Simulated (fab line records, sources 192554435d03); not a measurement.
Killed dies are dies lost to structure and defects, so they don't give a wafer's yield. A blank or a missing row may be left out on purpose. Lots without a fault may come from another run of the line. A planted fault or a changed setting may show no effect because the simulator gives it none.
Chamber matching | flow n5_finfet | N5_BEOL_M1_ETCH_77 on rie_diel-06: 4 sister chambers
The step etches underlayer in N2/H2, target depth 6.5 nm, time 5.2 s. 4 wafers are shown with their chamber, then 9 later ones without.

WAFERS WITH THEIR CHAMBER
wafer  | chamber | showerhead_plenum_p_Torr (Torr)
L075.5 | 2       | 2.42
L087.2 | 3       | 2.63
L087.3 | 1       | 2.46
L087.4 | 0       | 2.58

WAFERS WITHOUT THEIR CHAMBER
wafer  | showerhead_plenum_p_Torr (Torr)
L091.2 | 2.41
L091.4 | 2.58
L091.5 | 2.45
L094.2 | 2.40
L094.3 | 2.63
L094.4 | 2.63
L095.3 | 2.57
L095.4 | 2.40
L095.5 | 2.63

WHICH CHAMBER EACH WENT THROUGH
wafer  | from the rows above     | in truth
L091.2 | 2                       | 2
L091.4 | 0                       | 0
L091.5 | can't be placed: 1 or 2 | 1
L094.2 | 2                       | 2
L094.3 | 3                       | 3
L094.4 | 3                       | 3
L095.3 | 0                       | 0
L095.4 | 2                       | 2
L095.5 | 3                       | 3
Placed correctly: 8 of 9. Can't be placed from these rows: 1 (the true chamber is among the candidates in 1). Placed wrongly: 0.
How it was worked out, from the rows above alone: a wafer's distance from a chamber is the root of the sum, over the readings, of the square of ((its reading less the chamber's mean) divided by the reading's scatter). The wafer belongs to the nearest chamber; if the next one is less than 2 further off, it can't be placed. A chamber's mean is the mean of its shown wafers. The scatter: with one shown wafer a chamber, the root of the mean of the squares of how far each hidden wafer lies from its nearest shown one.
